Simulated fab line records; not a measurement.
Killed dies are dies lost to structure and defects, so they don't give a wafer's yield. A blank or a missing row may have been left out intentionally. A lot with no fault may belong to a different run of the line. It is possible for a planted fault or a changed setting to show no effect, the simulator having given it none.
Lot-split experiment ; flow n5_finfet ; on a route of 1938 steps: 7 lots, 21 wafers read

== ABOUT THE SPLIT ==
At N5_BEOL_M6_EXPOSE_25 (exposes mask V5, target cd 40 nm), the setting dose_mj was moved away from the recipe's 45 on 3 of the 21 wafers read, by -6.5% to +4.0%. The other wafers ran this setting at the recipe's value.

== FROM THE SPLIT TO THE READING: what the file shows between them, 2 steps ==
- N5_BEOL_M6_PEB_26: peb time 60 s
- N5_BEOL_M6_DEVELOP_27: develop time 30 s

== THE READING ==
At N5_BEOL_M6_CD_MEAS_28: cd_nm in nanometres, against a target cd of 40 nm. Fault-free wafers of this fab line usually give 40.10 nm, standard deviation 0.23 nm.

wafer;tool, chamber at the split;dose_mj as run;against the recipe;cd_nm, nm;against lot-mates on the recipe
L081.3;euv_scanner-02, 0;45;recipe;40.21;-
L081.4;euv_scanner-02, 0;45;recipe;40.03;-
L081.6;euv_scanner-02, 0;45;recipe;39.93;-
L083.2;euv_scanner-01, 0;45;recipe;39.80;-
L083.4;euv_scanner-01, 0;45;recipe;39.86;-
L083.6;euv_scanner-01, 0;45;recipe;39.76;-
L087.2;euv_scanner-01, 0;45;recipe;39.93;-
L087.5;euv_scanner-01, 0;45;recipe;40.05;-
L087.6;euv_scanner-01, 0;45;recipe;40.38;-
L088.1;euv_scanner-02, 0;45;recipe;40.20;-
L088.3;euv_scanner-02, 0;45;recipe;40.02;-
L088.5;euv_scanner-02, 0;45;recipe;40.38;-
L095.2;euv_scanner-01, 0;45;recipe;40.05;-
L095.3;euv_scanner-01, 0;45;recipe;40.17;-
L095.4;euv_scanner-01, 0;42.09;-6.5%;38.34;-1.77
L097.3;euv_scanner-02, 0;45;recipe;39.68;-
L097.5;euv_scanner-02, 0;45;recipe;39.85;-
L097.6;euv_scanner-02, 0;45;recipe;39.78;-
L089.1;euv_scanner-02, 0;46.79;+4.0%;41.18;+1.15
L089.2;euv_scanner-02, 0;46.79;+4.0%;40.89;+0.86
L089.5;euv_scanner-02, 0;45;recipe;40.03;-

THE FIT
A straight line over all 21 wafers: cd_nm changes by +0.258 nm for each +1% of dose_mj; r = +0.93; the points scatter about the line by 0.2 nm.
The same after taking each lot's own level away (the mean of its wafers on the recipe; 21 wafers): +0.265 nm for each +1%; r = +0.97; scatter 0.12 nm.
Per that fit: largest dose_mj move, reading shift of 1.7 nm.
Across the lots, their own levels run from 39.770 to 40.200 nm, a range of 1.9 times the standard deviation given above.
The two slopes agree, so the slope changes little with the lot-to-lot level.
Check: for one of the wafers moved furthest among these (-6.5%), held out of the fit, the line's prediction against its lot-mates is -1.63 nm. Against them it came out at -1.77 nm.

== OTHER SPLITS APPLIED TO THESE WAFERS ==
Other splits were also applied to these wafers ahead of the reading. Each is held against what the fit with the lots' levels taken away leaves over:
other split on the same wafers;wafers away from the commonest value;r with cd_nm (lot level and that fit taken away)
N5_BEOL_M4_DESCUM_16 time_s;6;+0.01
N5_BEOL_M4_COAT_68 spin_rpm;5;+0.02
N5_BEOL_M5_COAT_71 spin_rpm;7;+0.24
N5_BEOL_M5_COAT_05 spin_rpm;4;+0.14
N5_BEOL_M5_COAT_22 spin_rpm;6;-0.02
N5_BEOL_M5_ETCH_68 bias_w;10;-0.04

== THE WHOLE CHAIN: every reading that the file lists as answering this split, in the file's order ==
step;what it does;reading;change (the file's fit);r (the file's)
N5_BEOL_M6_CD_MEAS_28;target cd 40 nm;cd_nm;+0.268 nm for each +1% of the setting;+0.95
N5_BEOL_M6_DESCUM_33;chemistry O2, time 7 s;BEOL_M6.cd_nm (the simulator's own value, which no gauge read);+0.235 nm for each +1% of the setting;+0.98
N5_BEOL_M6_ETCH_72;etches underlayer in N2/H2, target depth 6.5 nm, time 5.2 s;BEOL_M6.cd_nm (the simulator's own value, which no gauge read);+0.239 nm for each +1% of the setting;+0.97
N5_BEOL_M6_ETCH_65;etches SiARC in CF4, target depth 15.6 nm, time 26 s;BEOL_M6.cd_nm (the simulator's own value, which no gauge read);+0.223 nm for each +1% of the setting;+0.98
N5_BEOL_M6_ETCH_66;etches SOC in N2/H2, target depth 80 nm, overetch 16 nm, time 120 s;BEOL_M6.cd_nm (the simulator's own value, which no gauge read);+0.25 nm for each +1% of the setting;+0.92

== THE FILE'S OWN FIT ==
cd_nm changes by +0.268 nm for each +1% of dose_mj, r = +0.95.
